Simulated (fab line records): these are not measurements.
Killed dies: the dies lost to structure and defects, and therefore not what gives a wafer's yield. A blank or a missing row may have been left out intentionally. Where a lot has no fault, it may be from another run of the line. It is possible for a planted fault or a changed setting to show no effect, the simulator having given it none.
Chamber matching + flow n5Finfet + 4 sister chambers for N5_BEOL_M9_ETCH_66 on rieDiel-01
The step etches SOC in N2/H2, target depth 80 nm, overetch 16 nm, time 120 s. 24 wafers are shown with their chamber, then 12 later ones without.

== WAFERS, EACH WITH ITS CHAMBER ==
| wafer  | chamber | showerheadPlenumPTorr (Torr) | oesProductAu (a.u.) | throttleValvePct (%) |
|--------|---------|------------------------------|---------------------|----------------------|
| L078.2 | 3       | 2.43                         | 0.55                | 17.73                |
| L078.5 | 1       | 2.52                         | 0.55                | 17.80                |
| L078.6 | 3       | 2.43                         | 0.56                | 17.73                |
| L080.2 | 3       | 2.43                         | 0.55                | 17.73                |
| L080.5 | 1       | 2.52                         | 0.55                | 17.82                |
| L080.6 | 0       | 2.55                         | 0.61                | 17.70                |
| L085.1 | 0       | 2.55                         | 0.60                | 17.69                |
| L085.2 | 1       | 2.52                         | 0.55                | 17.82                |
| L085.6 | 1       | 2.52                         | 0.55                | 17.81                |
| L083.1 | 3       | 2.43                         | 0.54                | 17.76                |
| L083.3 | 0       | 2.55                         | 0.60                | 17.69                |
| L083.4 | 3       | 2.43                         | 0.55                | 17.75                |
| L086.3 | 3       | 2.43                         | 0.55                | 17.76                |
| L086.4 | 1       | 2.52                         | 0.55                | 17.81                |
| L086.5 | 3       | 2.43                         | 0.55                | 17.76                |
| L088.2 | 0       | 2.54                         | 0.60                | 17.71                |
| L088.4 | 1       | 2.52                         | 0.55                | 17.82                |
| L088.5 | 0       | 2.54                         | 0.60                | 17.71                |
| L089.2 | 0       | 2.54                         | 0.60                | 17.71                |
| L089.3 | 2       | 2.50                         | 0.74                | 17.84                |
| L089.5 | 2       | 2.50                         | 0.74                | 17.85                |
| L091.1 | 0       | 2.54                         | 0.60                | 17.72                |
| L091.2 | 2       | 2.50                         | 0.71                | 17.85                |
| L091.3 | 3       | 2.42                         | 0.54                | 17.77                |

SIGNATURES (averages over the wafers above)
| reading               | chamber 0 | chamber 1 | chamber 2 | chamber 3 | scatter within a chamber |
|-----------------------|-----------|-----------|-----------|-----------|--------------------------|
| showerheadPlenumPTorr | 2.5443    | 2.5200    | 2.5000    | 2.4287    | 0.0036                   |
| oesProductAu          | 0.6014    | 0.5500    | 0.7300    | 0.5488    | 0.00698                  |
| throttleValvePct      | 17.7043   | 17.8133   | 17.8467   | 17.7488   | 0.0124                   |
Rule: for a wafer and a chamber, the distance is found by dividing, reading by reading, the gap between the wafer's reading and the chamber's mean by the reading's scatter, squaring, summing and taking the root. The wafer belongs to the nearest chamber; if the next one is less than 2 further off, it can't be placed. The scatter: take each reading less its chamber's mean, square it, sum over the shown wafers, divide by the number of wafers less the number of chambers, and take the root.

== WAFERS WITHOUT THEIR CHAMBER ==
| wafer  | showerheadPlenumPTorr (Torr) | oesProductAu (a.u.) | throttleValvePct (%) |
|--------|------------------------------|---------------------|----------------------|
| L093.2 | 2.49                         | 0.70                | 17.87                |
| L093.3 | 2.42                         | 0.54                | 17.78                |
| L093.4 | 2.54                         | 0.59                | 17.73                |
| L097.2 | 2.42                         | 0.53                | 17.78                |
| L097.4 | 2.49                         | 0.69                | 17.88                |
| L097.5 | 2.49                         | 0.69                | 17.90                |
| L096.1 | 2.42                         | 0.54                | 17.79                |
| L096.2 | 2.51                         | 0.54                | 17.86                |
| L096.4 | 2.54                         | 0.58                | 17.72                |
| L095.2 | 2.51                         | 0.54                | 17.85                |
| L095.3 | 2.54                         | 0.58                | 17.73                |
| L095.4 | 2.49                         | 0.69                | 17.88                |

== WHICH CHAMBER EACH WENT THROUGH ==
| wafer  | from the rows above | in truth |
|--------|---------------------|----------|
| L093.2 | 2                   | 2        |
| L093.3 | 3                   | 3        |
| L093.4 | 0                   | 0        |
| L097.2 | 3                   | 3        |
| L097.4 | 2                   | 2        |
| L097.5 | 2                   | 2        |
| L096.1 | 3                   | 3        |
| L096.2 | 1                   | 1        |
| L096.4 | 0                   | 0        |
| L095.2 | 1                   | 1        |
| L095.3 | 0                   | 0        |
| L095.4 | 2                   | 2        |
Correctly placed: 12 of 12. Can't be placed from these rows: 0. Number placed wrongly: 0.
